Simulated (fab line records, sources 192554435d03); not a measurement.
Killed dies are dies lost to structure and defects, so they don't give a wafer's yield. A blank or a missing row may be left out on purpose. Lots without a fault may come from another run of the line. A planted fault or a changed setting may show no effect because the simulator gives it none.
Which tool did it? | flow n5_finfet | 22 lots, 66 wafers sampled, at 4 steps of a route of 1938

WHAT THE GAUGES READ, wafer by wafer
N5_BEOL_M8_THK_MEAS_53: measures by xrf.
lot  | measured     | on            | M8_THK (nm)
L074 | day 9 10:09  | film_metro-02 | 81.0 83.0 79.4
L075 | day 9 15:23  | film_metro-01 | 77.7 77.8 85.0
L076 | day 10 00:11 | film_metro-01 | 81.1 81.5 80.0
L077 | day 10 00:18 | film_metro-02 | 77.9 82.9 81.6
L078 | day 10 07:59 | film_metro-01 | 83.2 80.8 81.5
L079 | day 10 14:58 | film_metro-02 | 83.7 78.8 83.2
L080 | day 10 17:26 | film_metro-02 | 79.6 82.3 77.0
L082 | day 11 05:08 | film_metro-02 | 84.2 81.1 82.7
L081 | day 11 08:55 | film_metro-02 | 75.0 82.1 71.9
L083 | day 11 14:31 | film_metro-02 | 78.6 76.0 80.1
L084 | day 11 22:07 | film_metro-02 | 77.0 80.4 79.6
L086 | day 12 03:24 | film_metro-02 | 80.7 78.5 80.0
L085 | day 12 14:14 | film_metro-01 | 82.6 77.2 81.5
L087 | day 12 14:14 | film_metro-01 | 83.0 83.3 80.2
L088 | day 12 20:55 | film_metro-02 | 82.7 81.1 81.8
L089 | day 12 21:05 | film_metro-02 | 80.1 82.7 81.3
L090 | day 13 13:22 | film_metro-02 | 79.0 74.9 79.0
L091 | day 13 21:08 | film_metro-02 | 81.5 81.7 80.1
L092 | day 14 00:45 | film_metro-01 | 82.9 84.3 81.2
L094 | day 14 10:02 | film_metro-02 | 81.8 79.2 79.6
L095 | day 14 17:38 | film_metro-01 | 79.5 78.9 81.1
L097 | day 15 01:00 | film_metro-02 | 81.4 80.9 82.0

N5_BEOL_M10_OVL_MEAS_12.
lot  | measured     | on         | M10_OVL (nm)
L074 | day 9 20:40  | overlay-01 | 0.0 -0.6 -1.5
L075 | day 10 00:01 | overlay-01 | 1.3 0.3 1.7
L076 | day 10 10:48 | overlay-02 | -0.1 -1.2 0.5
L077 | day 10 10:51 | overlay-02 | -0.1 0.4 -0.2
L078 | day 10 17:44 | overlay-02 | -1.1 -0.1 -1.1
L079 | day 11 02:05 | overlay-02 | 0.1 -1.0 -0.5
L080 | day 11 02:29 | overlay-02 | 1.9 -1.1 0.4
L082 | day 11 18:11 | overlay-01 | -0.5 -1.3 -1.1
L081 | day 11 22:30 | overlay-02 | 0.6 0.5 0.2
L083 | day 11 23:17 | overlay-02 | -0.6 -0.2 0.1
L084 | day 12 07:52 | overlay-02 | -0.3 -0.7 -1.6
L086 | day 12 11:32 | overlay-02 | -1.9 -1.0 -1.7
L085 | day 13 02:17 | overlay-01 | 1.4 1.2 1.1
L087 | day 13 02:55 | overlay-02 | -0.4 -0.1 -0.3
L088 | day 13 07:08 | overlay-01 | 0.0 -0.2 0.1
L089 | day 13 06:53 | overlay-02 | -0.2 -1.2 -0.4
L090 | day 14 00:24 | overlay-01 | -0.7 1.0 -2.0
L091 | day 14 08:10 | overlay-02 | 1.2 0.3 0.5
L092 | day 14 10:23 | overlay-02 | 0.2 0.3 -0.8
L094 | day 14 23:13 | overlay-02 | 0.2 0.4 1.1
L095 | day 15 03:54 | overlay-01 | -0.1 -0.8 -0.1
L097 | day 15 12:55 | overlay-01 | 0.2 0.3 0.7

WHICH TOOL RAN EACH LOT (tool, then ch and the chambers of the sampled wafers, then the start)
lot  | N5_BEOL_M8_DEP_56               | N5_BEOL_M9_STRIP_36
L074 | pecvd-01 ch 0,1,2, day 9 10:13  | rie_diel-06 ch 0,1,3, day 9 15:39
L075 | pecvd-01 ch 0,1, day 9 15:27    | rie_diel-03 ch 0,1,3, day 9 19:04
L076 | pecvd-01 ch 0,1,2, day 10 00:16 | rie_diel-06 ch 0,1, day 10 04:12
L077 | pecvd-04 ch 0,1,2, day 10 00:22 | rie_diel-06 ch 0,2,3, day 10 06:27
L078 | pecvd-01 ch 0,1, day 10 08:02   | rie_diel-06 ch 1,2,3, day 10 12:52
L079 | pecvd-04 ch 0,1, day 10 15:02   | rie_diel-03 ch 0,3, day 10 19:10
L080 | pecvd-01 ch 0,1,2, day 10 17:29 | rie_diel-06 ch 2,3, day 10 21:41
L082 | pecvd-01 ch 1,2, day 11 05:12   | rie_diel-03 ch 0,1,3, day 11 12:22
L081 | pecvd-02 ch 0,1,2, day 11 08:59 | rie_diel-03 ch 0,2,3, day 11 17:14
L083 | pecvd-04 ch 0,1, day 11 14:37   | rie_diel-03 ch 1,3, day 11 19:17
L084 | pecvd-02 ch 0,2, day 11 22:11   | rie_diel-06 ch 0,2,3, day 12 02:58
L086 | pecvd-02 ch 0,1,2, day 12 03:28 | rie_diel-03 ch 0,2,3, day 12 07:02
L085 | pecvd-02 ch 1,2, day 12 14:18   | rie_diel-05 ch 2,3, day 12 18:53
L087 | pecvd-01 ch 0,1,2, day 12 14:23 | rie_diel-05 ch 0,3, day 12 19:44
L088 | pecvd-02 ch 0,1, day 12 20:58   | rie_diel-03 ch 0,1,2, day 13 01:37
L089 | pecvd-02 ch 0,2, day 12 21:08   | rie_diel-05 ch 0,1,3, day 13 01:32
L090 | pecvd-02 ch 0,1,2, day 13 13:27 | rie_diel-03 ch 0,3, day 13 19:50
L091 | pecvd-01 ch 1,2, day 13 21:11   | rie_diel-05 ch 1,2, day 14 03:09
L092 | pecvd-01 ch 0,1,2, day 14 00:49 | rie_diel-03 ch 0,1,3, day 14 05:25
L094 | pecvd-01 ch 0,1,2, day 14 10:06 | rie_diel-03 ch 0,2,3, day 14 18:03
L095 | pecvd-01 ch 0,1,2, day 14 17:41 | rie_diel-06 ch 0,2,3, day 14 21:56
L097 | pecvd-01 ch 1,2, day 15 01:05   | rie_diel-03 ch 0,1,3, day 15 05:38
- N5_BEOL_M8_DEP_56: deposits SiCN from 3MS/NH3, target thk 10 nm, time 17.5 s.
- N5_BEOL_M9_STRIP_36: strips in N2/H2.

WHAT THE TOOLS THEMSELVES READ (means of the sampled wafers that have a number; where no wafer has one, the mark that the record gives instead)
N5_BEOL_M8_DEP_56.
lot  | tool     | showerhead_plenum_p_Torr (Torr) | throttle_valve_pct (%)
L074 | pecvd-01 | 3.659                           | 8.8
L075 | pecvd-01 | 3.662                           | 8.9
L076 | pecvd-01 | 3.665                           | 8.8
L077 | pecvd-04 | 3.656                           | 9.2
L078 | pecvd-01 | 3.663                           | 8.7
L079 | pecvd-04 | 3.654                           | 9.6
L080 | pecvd-01 | 3.662                           | 8.7
L082 | pecvd-01 | 3.670                           | 8.8
L081 | pecvd-02 | 3.651                           | 8.8
L083 | pecvd-04 | 3.655                           | 9.5
L084 | pecvd-02 | 3.656                           | 8.4
L086 | pecvd-02 | 3.652                           | 8.6
L085 | pecvd-02 | 3.650                           | 9.0
L087 | pecvd-01 | 3.663                           | 8.9
L088 | pecvd-02 | 3.652                           | 9.1
L089 | pecvd-02 | 3.657                           | 8.6
L090 | pecvd-02 | 3.651                           | 8.8
L091 | pecvd-01 | 3.669                           | 8.9
L092 | pecvd-01 | 3.666                           | 8.7
L094 | pecvd-01 | 3.667                           | 8.9
L095 | pecvd-01 | 3.665                           | 8.9
L097 | pecvd-01 | 3.667                           | 8.7

N5_BEOL_M9_STRIP_36.
lot  | tool        | chamber_pressure_mTorr (mTorr) | drypump_motor_current_A (A) | oes_product_au (a.u.) | power_w (W) | rf_vpp_V (V) | showerhead_plenum_p_Torr (Torr) | throttle_valve_pct (%)
L074 | rie_diel-06 | 20.03                          | 5.9                         | 0.78                  | 449.9       | 59.3         | 2.58                            | 23.87
L075 | rie_diel-03 | 19.98                          | 5.6                         | 0.71                  | 451.5       | 58.2         | 2.49                            | 24.00
L076 | rie_diel-06 | 19.99                          | 5.8                         | 0.73                  | 449.2       | 59.4         | 2.55                            | 23.85
L077 | rie_diel-06 | 19.99                          | 5.7                         | 0.77                  | 449.6       | 59.1         | 2.54                            | 23.89
L078 | rie_diel-06 | 20.04                          | 5.7                         | 0.77                  | 450.8       | 60.4         | 2.58                            | 23.84
L079 | rie_diel-03 | 19.98                          | 5.3                         | 0.71                  | 449.1       | 59.1         | 2.52                            | 24.10
L080 | rie_diel-06 | 20.00                          | 5.7                         | 0.81                  | 449.3       | 58.8         | 2.56                            | 23.90
L082 | rie_diel-03 | 20.01                          | 5.6                         | 0.70                  | 449.6       | 58.2         | 2.48                            | 24.03
L081 | rie_diel-03 | 20.01                          | 5.4                         | 0.76                  | 449.7       | 59.3         | 2.58                            | 23.86
L083 | rie_diel-03 | 19.98                          | 5.9                         | 0.70                  | 451.1       | 59.4         | 2.45                            | 23.96
L084 | rie_diel-06 | 20.01                          | 5.7                         | 0.75                  | 449.6       | 58.5         | 2.54                            | 23.92
L086 | rie_diel-03 | 19.98                          | 5.4                         | 0.76                  | 451.4       | 58.5         | 2.58                            | 23.88
L085 | rie_diel-05 | 20.02                          | 5.8                         | 0.84                  | 450.2       | 59.3         | 2.61                            | 23.63
L087 | rie_diel-05 | 20.02                          | 6.0                         | 0.81                  | 449.8       | 59.5         | 2.60                            | 23.84
L088 | rie_diel-03 | 20.00                          | 5.7                         | 0.74                  | 450.3       | 59.4         | 2.54                            | 23.84
L089 | rie_diel-05 | 19.99                          | 5.9                         | 0.76                  | 449.2       | 58.7         | 2.54                            | 23.62
L090 | rie_diel-03 | 20.01                          | 5.3                         | 0.68                  | 451.6       | 59.3         | 2.51                            | 24.13
L091 | rie_diel-05 | 20.01                          | 5.7                         | 0.75                  | 449.3       | 59.3         | 2.52                            | 23.40
L092 | rie_diel-03 | 20.00                          | 5.6                         | 0.69                  | 449.6       | 59.1         | 2.47                            | 24.06
L094 | rie_diel-03 | 20.00                          | 5.4                         | 0.75                  | 448.9       | 60.6         | 2.57                            | 23.91
L095 | rie_diel-06 | 20.03                          | 5.7                         | 0.85                  | 450.4       | 59.8         | 2.53                            | 23.78
L097 | rie_diel-03 | 20.00                          | 5.6                         | 0.69                  | 449.9       | 58.4         | 2.47                            | 24.07

THE ANSWER, worked out from the rows above alone
Rule: what is usual is taken from the lots themselves. Put in order of their means at a reading, lots are off if they are a third of the lots or fewer, leave a main group of 4 or more, and stand apart from it by a gap of 3 or more times the standard deviation of the main group's means; of several such gaps the widest counts. A main group whose means are all the same, to the digits that the tables above print for the reading, isn't used. A lot without any number at a reading at which 4 lots or more have one is off too. The other lots that the step has rows for count as sound. The gauges are gone through in route order, then the tools' own readings, and for those a lot's mean is taken as printed above. The first step at which some lot is off is used, and at that step the reading that is off furthest; a lot without a number counts as furthest.
No lot is off at any reading shown: from this, nothing can be told.

WHAT THE SIMULATOR HAD PUT IN
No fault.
